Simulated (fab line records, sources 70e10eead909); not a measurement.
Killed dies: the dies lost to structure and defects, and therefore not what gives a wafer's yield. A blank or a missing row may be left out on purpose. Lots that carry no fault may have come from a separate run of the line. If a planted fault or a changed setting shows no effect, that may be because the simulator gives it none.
Matching of chambers ; flow nandHarc ; NHARC_A_STAIRCASE_DEP_156 on pecvd-02: 3 sister chambers
The step deposits SiNx, target thk 50 nm. 3 wafers are shown with their chamber, then 11 later ones without.

== WAFERS WITH THEIR CHAMBER ==
wafer;chamber;heaterPowerW (W)
L082.4;1;778
L082.6;2;738
L086.2;0;717

== WAFERS WHOSE CHAMBER IS MISSING ==
wafer;heaterPowerW (W)
L086.3;751
L086.5;742
L088.2;813
L088.4;762
L088.5;694
L089.2;782
L089.3;703
L089.5;704
L090.1;698
L090.3;773
L090.5;687

== WHICH CHAMBER EACH WENT THROUGH ==
wafer;from the rows above;in truth
L086.3;can't be placed: 2 or 1 or 0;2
L086.5;can't be placed: 2 or 0 or 1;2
L088.2;1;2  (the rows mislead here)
L088.4;can't be placed: 1 or 2 or 0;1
L088.5;can't be placed: 0 or 2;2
L089.2;1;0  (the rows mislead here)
L089.3;can't be placed: 0 or 2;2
L089.5;can't be placed: 0 or 2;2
L090.1;can't be placed: 0 or 2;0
L090.3;can't be placed: 1 or 2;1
L090.5;can't be placed: 0 or 2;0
Correct placement for 0 of the 11. These rows do not allow placing 9 (true chamber among the candidates in 9). 2 placed wrongly.
How it was worked out, from the rows above alone: a wafer's distance from a chamber is the root of the sum, over the readings, of the square of ((its reading less the chamber's mean) divided by the reading's scatter). If the next closest chamber is less than 2 further off than the closest, the wafer can't be placed; otherwise it belongs to the closest. The mean given for a chamber averages the wafers shown for that chamber. The scatter (one wafer shown for each chamber): square how far every hidden wafer sits from the nearest shown wafer, average those squares and take the square root.
